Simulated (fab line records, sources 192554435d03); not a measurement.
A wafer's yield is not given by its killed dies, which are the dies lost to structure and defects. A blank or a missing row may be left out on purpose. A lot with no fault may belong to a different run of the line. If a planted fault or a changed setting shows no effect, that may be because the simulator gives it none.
Split-lot experiment / flow n5_finfet / on a route of 1938 steps: 7 lots, 39 wafers read

== SPLIT DETAILS ==
At N5_DUMMY_GATE_CVD_03 (deposits a-Si from SiH4, target thk 150 nm, time 8042 s), the setting target_thk_a was moved away from the recipe's 1500 angstrom on 24 of the 39 wafers read, by -44.2% to -16.2%. This setting was run at the recipe's value on the other wafers.

The reading is taken at the split's own step.

== THE READING ==
a-Si_of_DUMMY_GATE_CVD_03.thk_nm (the simulator's own value, which no gauge read), in nm, at N5_DUMMY_GATE_CVD_03 (deposits a-Si from SiH4, target thk 150 nm, time 8042 s). There is no usual value for it anywhere in the file. Here, 15 wafers ran the recipe; their average is 150.0 nm with a standard deviation of 1 nm.

wafer=L076.1; tool, chamber at the split=-, -; target_thk_a as run, angstrom=1108; against the recipe=-26.1%; a-Si_of_DUMMY_GATE_CVD_03.thk_nm, nm=112.2; against lot-mates on the recipe=no lot-mate on the recipe
wafer=L076.2; tool, chamber at the split=-, -; target_thk_a as run, angstrom=1108; against the recipe=-26.1%; a-Si_of_DUMMY_GATE_CVD_03.thk_nm, nm=111.2; against lot-mates on the recipe=no lot-mate on the recipe
wafer=L076.6; tool, chamber at the split=-, -; target_thk_a as run, angstrom=1108; against the recipe=-26.1%; a-Si_of_DUMMY_GATE_CVD_03.thk_nm, nm=111.2; against lot-mates on the recipe=no lot-mate on the recipe
wafer=L076.3; tool, chamber at the split=-, -; target_thk_a as run, angstrom=1108; against the recipe=-26.1%; a-Si_of_DUMMY_GATE_CVD_03.thk_nm, nm=112.4; against lot-mates on the recipe=no lot-mate on the recipe
wafer=L076.4; tool, chamber at the split=-, -; target_thk_a as run, angstrom=1108; against the recipe=-26.1%; a-Si_of_DUMMY_GATE_CVD_03.thk_nm, nm=110.6; against lot-mates on the recipe=no lot-mate on the recipe
wafer=L076.5; tool, chamber at the split=-, -; target_thk_a as run, angstrom=1108; against the recipe=-26.1%; a-Si_of_DUMMY_GATE_CVD_03.thk_nm, nm=111.4; against lot-mates on the recipe=no lot-mate on the recipe
wafer=L079.2; tool, chamber at the split=lpcvd-01, 0/70; target_thk_a as run, angstrom=1500; against the recipe=recipe; a-Si_of_DUMMY_GATE_CVD_03.thk_nm, nm=148.4; against lot-mates on the recipe=-
wafer=L079.3; tool, chamber at the split=lpcvd-01, 0/75; target_thk_a as run, angstrom=1500; against the recipe=recipe; a-Si_of_DUMMY_GATE_CVD_03.thk_nm, nm=149.8; against lot-mates on the recipe=-
wafer=L079.6; tool, chamber at the split=lpcvd-01, 0/89; target_thk_a as run, angstrom=1500; against the recipe=recipe; a-Si_of_DUMMY_GATE_CVD_03.thk_nm, nm=149; against lot-mates on the recipe=-
wafer=L081.1; tool, chamber at the split=-, -; target_thk_a as run, angstrom=995.5; against the recipe=-33.6%; a-Si_of_DUMMY_GATE_CVD_03.thk_nm, nm=101.2; against lot-mates on the recipe=no lot-mate on the recipe
wafer=L081.6; tool, chamber at the split=-, -; target_thk_a as run, angstrom=995.5; against the recipe=-33.6%; a-Si_of_DUMMY_GATE_CVD_03.thk_nm, nm=101.2; against lot-mates on the recipe=no lot-mate on the recipe
wafer=L081.2; tool, chamber at the split=-, -; target_thk_a as run, angstrom=995.5; against the recipe=-33.6%; a-Si_of_DUMMY_GATE_CVD_03.thk_nm, nm=100.6; against lot-mates on the recipe=no lot-mate on the recipe
wafer=L081.3; tool, chamber at the split=-, -; target_thk_a as run, angstrom=995.5; against the recipe=-33.6%; a-Si_of_DUMMY_GATE_CVD_03.thk_nm, nm=101; against lot-mates on the recipe=no lot-mate on the recipe
wafer=L081.4; tool, chamber at the split=-, -; target_thk_a as run, angstrom=995.5; against the recipe=-33.6%; a-Si_of_DUMMY_GATE_CVD_03.thk_nm, nm=102; against lot-mates on the recipe=no lot-mate on the recipe
wafer=L081.5; tool, chamber at the split=-, -; target_thk_a as run, angstrom=995.5; against the recipe=-33.6%; a-Si_of_DUMMY_GATE_CVD_03.thk_nm, nm=100.2; against lot-mates on the recipe=no lot-mate on the recipe
wafer=L083.1; tool, chamber at the split=-, -; target_thk_a as run, angstrom=1500; against the recipe=recipe; a-Si_of_DUMMY_GATE_CVD_03.thk_nm, nm=149.6; against lot-mates on the recipe=-
wafer=L083.2; tool, chamber at the split=-, -; target_thk_a as run, angstrom=1500; against the recipe=recipe; a-Si_of_DUMMY_GATE_CVD_03.thk_nm, nm=150; against lot-mates on the recipe=-
wafer=L083.3; tool, chamber at the split=-, -; target_thk_a as run, angstrom=1500; against the recipe=recipe; a-Si_of_DUMMY_GATE_CVD_03.thk_nm, nm=148.8; against lot-mates on the recipe=-
wafer=L083.6; tool, chamber at the split=-, -; target_thk_a as run, angstrom=1500; against the recipe=recipe; a-Si_of_DUMMY_GATE_CVD_03.thk_nm, nm=148.8; against lot-mates on the recipe=-
wafer=L083.4; tool, chamber at the split=-, -; target_thk_a as run, angstrom=1500; against the recipe=recipe; a-Si_of_DUMMY_GATE_CVD_03.thk_nm, nm=150.2; against lot-mates on the recipe=-
wafer=L083.5; tool, chamber at the split=-, -; target_thk_a as run, angstrom=1500; against the recipe=recipe; a-Si_of_DUMMY_GATE_CVD_03.thk_nm, nm=149.4; against lot-mates on the recipe=-
wafer=L084.1; tool, chamber at the split=-, -; target_thk_a as run, angstrom=1257; against the recipe=-16.2%; a-Si_of_DUMMY_GATE_CVD_03.thk_nm, nm=122.2; against lot-mates on the recipe=no lot-mate on the recipe
wafer=L084.4; tool, chamber at the split=-, -; target_thk_a as run, angstrom=1257; against the recipe=-16.2%; a-Si_of_DUMMY_GATE_CVD_03.thk_nm, nm=122.2; against lot-mates on the recipe=no lot-mate on the recipe
wafer=L084.2; tool, chamber at the split=-, -; target_thk_a as run, angstrom=1257; against the recipe=-16.2%; a-Si_of_DUMMY_GATE_CVD_03.thk_nm, nm=123; against lot-mates on the recipe=no lot-mate on the recipe
wafer=L084.6; tool, chamber at the split=-, -; target_thk_a as run, angstrom=1257; against the recipe=-16.2%; a-Si_of_DUMMY_GATE_CVD_03.thk_nm, nm=123; against lot-mates on the recipe=no lot-mate on the recipe
wafer=L084.3; tool, chamber at the split=-, -; target_thk_a as run, angstrom=1257; against the recipe=-16.2%; a-Si_of_DUMMY_GATE_CVD_03.thk_nm, nm=124; against lot-mates on the recipe=no lot-mate on the recipe
wafer=L084.5; tool, chamber at the split=-, -; target_thk_a as run, angstrom=1257; against the recipe=-16.2%; a-Si_of_DUMMY_GATE_CVD_03.thk_nm, nm=122.4; against lot-mates on the recipe=no lot-mate on the recipe
wafer=L085.1; tool, chamber at the split=-, -; target_thk_a as run, angstrom=1500; against the recipe=recipe; a-Si_of_DUMMY_GATE_CVD_03.thk_nm, nm=151.4; against lot-mates on the recipe=-
wafer=L085.4; tool, chamber at the split=-, -; target_thk_a as run, angstrom=1500; against the recipe=recipe; a-Si_of_DUMMY_GATE_CVD_03.thk_nm, nm=151.4; against lot-mates on the recipe=-
wafer=L085.5; tool, chamber at the split=-, -; target_thk_a as run, angstrom=1500; against the recipe=recipe; a-Si_of_DUMMY_GATE_CVD_03.thk_nm, nm=151.4; against lot-mates on the recipe=-
wafer=L085.6; tool, chamber at the split=-, -; target_thk_a as run, angstrom=1500; against the recipe=recipe; a-Si_of_DUMMY_GATE_CVD_03.thk_nm, nm=151.4; against lot-mates on the recipe=-
wafer=L085.2; tool, chamber at the split=-, -; target_thk_a as run, angstrom=1500; against the recipe=recipe; a-Si_of_DUMMY_GATE_CVD_03.thk_nm, nm=149.8; against lot-mates on the recipe=-
wafer=L085.3; tool, chamber at the split=-, -; target_thk_a as run, angstrom=1500; against the recipe=recipe; a-Si_of_DUMMY_GATE_CVD_03.thk_nm, nm=150; against lot-mates on the recipe=-
wafer=L091.1; tool, chamber at the split=-, -; target_thk_a as run, angstrom=837.2; against the recipe=-44.2%; a-Si_of_DUMMY_GATE_CVD_03.thk_nm, nm=84.8; against lot-mates on the recipe=no lot-mate on the recipe
wafer=L091.6; tool, chamber at the split=-, -; target_thk_a as run, angstrom=837.2; against the recipe=-44.2%; a-Si_of_DUMMY_GATE_CVD_03.thk_nm, nm=84.8; against lot-mates on the recipe=no lot-mate on the recipe
wafer=L091.2; tool, chamber at the split=-, -; target_thk_a as run, angstrom=837.2; against the recipe=-44.2%; a-Si_of_DUMMY_GATE_CVD_03.thk_nm, nm=84; against lot-mates on the recipe=no lot-mate on the recipe
wafer=L091.3; tool, chamber at the split=-, -; target_thk_a as run, angstrom=837.2; against the recipe=-44.2%; a-Si_of_DUMMY_GATE_CVD_03.thk_nm, nm=85.6; against lot-mates on the recipe=no lot-mate on the recipe
wafer=L091.4; tool, chamber at the split=-, -; target_thk_a as run, angstrom=837.2; against the recipe=-44.2%; a-Si_of_DUMMY_GATE_CVD_03.thk_nm, nm=84.6; against lot-mates on the recipe=no lot-mate on the recipe
wafer=L091.5; tool, chamber at the split=-, -; target_thk_a as run, angstrom=837.2; against the recipe=-44.2%; a-Si_of_DUMMY_GATE_CVD_03.thk_nm, nm=85; against lot-mates on the recipe=no lot-mate on the recipe

THE FIT
A straight line over all 39 wafers: a-Si_of_DUMMY_GATE_CVD_03.thk_nm changes by +1.46 nm for each +1% of target_thk_a; r = +1.00; the points scatter about the line by 1.5 nm.
Too few moved wafers with a lot-mate on the recipe to fit a line net of each lot's own level.

== FILE'S OWN FIT ==
a-Si_of_DUMMY_GATE_CVD_03.thk_nm changes by +1.46 nm for each +1% of target_thk_a, r = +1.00.
